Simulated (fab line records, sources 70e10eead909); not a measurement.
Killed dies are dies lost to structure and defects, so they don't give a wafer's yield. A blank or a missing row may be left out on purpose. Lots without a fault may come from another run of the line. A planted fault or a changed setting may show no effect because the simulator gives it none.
Tool commonality check | flow nand_harc | 13 lots, 45 wafers sampled

WHY IT WAS OPENED
At NHARC_P_GATE_INSPECT_28 the reading raw_defect_count is flagged on 2 of 13 lots. Wafers without a fault read 5.5, standard deviation 2.5.
Rule: a lot is flagged when every wafer of it that has a number lies more than 4 standard deviations from that mean, or none has a number. The other lots count as sound.

lot  | measured     | on                | raw_defect_count, wafer by wafer | flag
L734 | day 5 17:23  | defect_inspect-01 | 10 8 5                           |
L735 | day 6 05:29  | defect_inspect-01 | 6 4 7                            |
L739 | day 7 18:19  | defect_inspect-01 | 6 10 4                           |
L741 | day 8 17:58  | defect_inspect-02 | 764 772 756 762 760 752          | FLAGGED
L742 | day 9 08:59  | defect_inspect-02 | 772 780 781 779 770 773          | FLAGGED
L747 | day 11 15:24 | defect_inspect-01 | 10 3 3                           |
L749 | day 12 09:53 | defect_inspect-01 | 9 4 6                            |
L750 | day 12 14:31 | defect_inspect-01 | 1 7 3                            |
L751 | day 12 22:27 | defect_inspect-01 | 5 5 2                            |
L752 | day 13 12:20 | defect_inspect-02 | 2 8 12                           |
L753 | day 13 23:02 | defect_inspect-01 | 7 4 5                            |
L754 | day 14 08:15 | defect_inspect-02 | 8 4 8                            |
L755 | day 14 14:37 | defect_inspect-02 | 9 8 3                            |
The numbers of the flagged lots are 768.4 on average: +762.9 against the usual, or +99 or more standard deviations.

WHICH TOOL RAN EACH LOT
The record holds 2 process steps before the reading, out of a route of 1302 steps. In each cell: the tool, then ch and the chambers that the sampled wafers went through, then the start.
lot  | flag    | NHARC_P_GATE_DESCUM_13             | NHARC_P_GATE_DEP_103
L734 |         | rie_diel-09 ch 0,1,2, day 5 03:39  | pecvd-04 ch 0,1, day 5 16:35
L735 |         | rie_diel-04 ch 1,2,3, day 5 15:17  | pecvd-02 ch 1,2, day 6 04:42
L739 |         | rie_diel-12 ch 1,2,3, day 7 04:29  | pecvd-02 ch 0,1,2, day 7 17:32
L741 | FLAGGED | rie_diel-09 ch 1,2,3, day 8 04:10  | pecvd-02 ch 0,2, day 8 17:13
L742 | FLAGGED | rie_diel-12 ch 0,1,2, day 8 16:21  | pecvd-02 ch 0,1, day 9 08:19
L747 |         | rie_diel-12 ch 0,2,3, day 10 22:26 | pecvd-03 ch 0,2, day 11 14:35
L749 |         | rie_diel-04 ch 1,2, day 11 17:57   | pecvd-03 ch 1,2, day 12 09:10
L750 |         | rie_diel-09 ch 0,2, day 11 23:59   | pecvd-03 ch 0,1, day 12 13:43
L751 |         | rie_diel-04 ch 2,3, day 12 07:07   | pecvd-02 ch 0,2, day 12 21:50
L752 |         | rie_diel-12 ch 0,3, day 12 22:12   | pecvd-04 ch 0,1,2, day 13 11:32
L753 |         | rie_diel-09 ch 1,3, day 13 03:14   | pecvd-02 ch 0,1,2, day 13 22:14
L754 |         | rie_diel-09 ch 0,1,2, day 13 14:23 | pecvd-03 ch 0,1, day 14 07:26
L755 |         | rie_diel-12 ch 0,1,3, day 13 22:29 | pecvd-03 ch 0,1, day 14 13:50
What these steps do:
- NHARC_P_GATE_DESCUM_13: chemistry O2, time 3 s.
- NHARC_P_GATE_DEP_103: deposits SiON, target thk 30 nm.
- NHARC_P_GATE_INSPECT_28

FLAGGED OVER TOTAL, TOOL BY TOOL (the gauges that took the reading come last)
step                    | tool              | lots run | flagged | share of the flagged lots | sound lots run after its first flagged lot
NHARC_P_GATE_DESCUM_13  | rie_diel-04       | 3        | 0       | none                      | -
NHARC_P_GATE_DESCUM_13  | rie_diel-09       | 5        | 1       | some                      | 3 (L750,L753,L754)
NHARC_P_GATE_DESCUM_13  | rie_diel-12       | 5        | 1       | some                      | 3 (L747,L752,L755)
NHARC_P_GATE_DEP_103    | pecvd-02          | 6        | 2       | all                       | 2 (L751,L753)
NHARC_P_GATE_DEP_103    | pecvd-03          | 5        | 0       | none                      | -
NHARC_P_GATE_DEP_103    | pecvd-04          | 2        | 0       | none                      | -
NHARC_P_GATE_INSPECT_28 | defect_inspect-01 | 8        | 0       | none                      | -
NHARC_P_GATE_INSPECT_28 | defect_inspect-02 | 5        | 2       | all                       | 3 (L752,L754,L755)

WHAT THE TABLE ALLOWS
2 rows of the table ran every flagged lot: pecvd-02 at NHARC_P_GATE_DEP_103, defect_inspect-02 at NHARC_P_GATE_INSPECT_28.
- pecvd-02 at NHARC_P_GATE_DEP_103: 2 of its 6 lots flagged. Sound lots ran on it after the first flagged one (L751, L753), which a lasting fault on the whole tool wouldn't allow.
- defect_inspect-02 at NHARC_P_GATE_INSPECT_28: 2 of its 5 lots flagged. Sound lots ran on it after the first flagged one (L752, L754, L755), which a lasting fault on the whole tool wouldn't allow.
No row of the table ran every flagged lot and no sound lot after the first.

WHAT THE SIMULATOR HAD PUT IN
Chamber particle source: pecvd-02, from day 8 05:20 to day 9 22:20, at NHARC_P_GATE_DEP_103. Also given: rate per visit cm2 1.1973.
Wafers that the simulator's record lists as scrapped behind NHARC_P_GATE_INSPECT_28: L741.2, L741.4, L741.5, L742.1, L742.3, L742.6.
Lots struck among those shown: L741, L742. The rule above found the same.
